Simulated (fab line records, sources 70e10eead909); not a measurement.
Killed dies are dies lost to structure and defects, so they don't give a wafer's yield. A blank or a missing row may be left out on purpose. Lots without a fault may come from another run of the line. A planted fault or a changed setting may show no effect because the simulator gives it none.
Chamber matching | flow nand_harc | NHARC_A_WL_FILL_CMP_12 on cmp-02: 4 sister chambers
The step polishes, t overpolish 30 s, target thk 100 nm. 4 wafers are shown with their chamber, then 8 later ones without.

WAFERS WITH THEIR CHAMBER
wafer  | chamber | motor_current_A (A)
L078.5 | 2       | 11.7
L081.1 | 3       | 13.8
L081.2 | 1       | 14.0
L090.1 | 0       | 10.8

WAFERS WITHOUT THEIR CHAMBER
wafer  | motor_current_A (A)
L090.2 | 12.5
L090.4 | 13.1
L093.4 | 11.9
L093.5 | 11.9
L093.6 | 12.5
L095.1 | 13.5
L095.3 | 11.5
L095.4 | 10.8

WHICH CHAMBER EACH WENT THROUGH
wafer  | from the rows above               | in truth
L090.2 | can't be placed: 2 or 3 or 1 or 0 | 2
L090.4 | can't be placed: 3 or 1 or 2      | 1
L093.4 | can't be placed: 2 or 0           | 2
L093.5 | can't be placed: 2 or 0           | 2
L093.6 | can't be placed: 2 or 3 or 1 or 0 | 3
L095.1 | can't be placed: 3 or 1           | 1
L095.3 | can't be placed: 2 or 0           | 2
L095.4 | can't be placed: 0 or 2           | 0
Placed correctly: 0 of 8. Can't be placed from these rows: 8 (the true chamber is among the candidates in 8). Placed wrongly: 0.
How it was worked out, from the rows above alone: a wafer's distance from a chamber is the root of the sum, over the readings, of the square of ((its reading less the chamber's mean) divided by the reading's scatter). The wafer belongs to the nearest chamber; if the next one is less than 2 further off, it can't be placed. A chamber's mean is the mean of its shown wafers. The scatter: with one shown wafer a chamber, the root of the mean of the squares of how far each hidden wafer lies from its nearest shown one.
